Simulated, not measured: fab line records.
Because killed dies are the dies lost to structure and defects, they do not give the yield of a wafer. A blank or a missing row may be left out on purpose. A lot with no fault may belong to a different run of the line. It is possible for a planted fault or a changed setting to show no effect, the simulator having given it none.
Matching of chambers | flow nand harc | NHARC_P_ZERO_WELL_DESCUM_54 on rie diel-04: 4 sister chambers
The step chemistry O2, time 3 s. 4 wafers are shown with their chamber, then 7 later ones without.

EACH WAFER AND ITS CHAMBER
wafer  | chamber | showerhead plenum p Torr (Torr)
L082.5 | 3       | 1.78
L086.5 | 1       | 1.98
L092.2 | 2       | 1.96
L092.4 | 0       | 1.90

WAFERS WITHOUT THEIR CHAMBER
wafer  | showerhead plenum p Torr (Torr)
L092.6 | 1.78
L093.1 | 1.78
L093.2 | 1.90
L093.5 | 1.90
L097.2 | 1.97
L097.4 | 1.89
L097.6 | 1.77

WHICH CHAMBER EACH ONE RAN IN
wafer  | from the rows above     | in truth
L092.6 | 3                       | 3
L093.1 | 3                       | 3
L093.2 | 0                       | 0
L093.5 | 0                       | 0
L097.2 | can't be placed: 1 or 2 | 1
L097.4 | 0                       | 0
L097.6 | 3                       | 3
Correctly placed: 6 of 7. Unplaceable from these rows: 1, with the true chamber sitting among the candidates in 1. Placed wrongly: 0.
How it was worked out, from the rows above alone: a wafer's distance from a chamber is the root of the sum, over the readings, of the square of ((its reading less the chamber's mean) divided by the reading's scatter). The wafer belongs to the nearest chamber; if the next one is less than 2 further off, it can't be placed. A chamber's mean is the mean of its shown wafers. The scatter: with one shown wafer a chamber, the root of the mean of the squares of how far each hidden wafer lies from its nearest shown one.
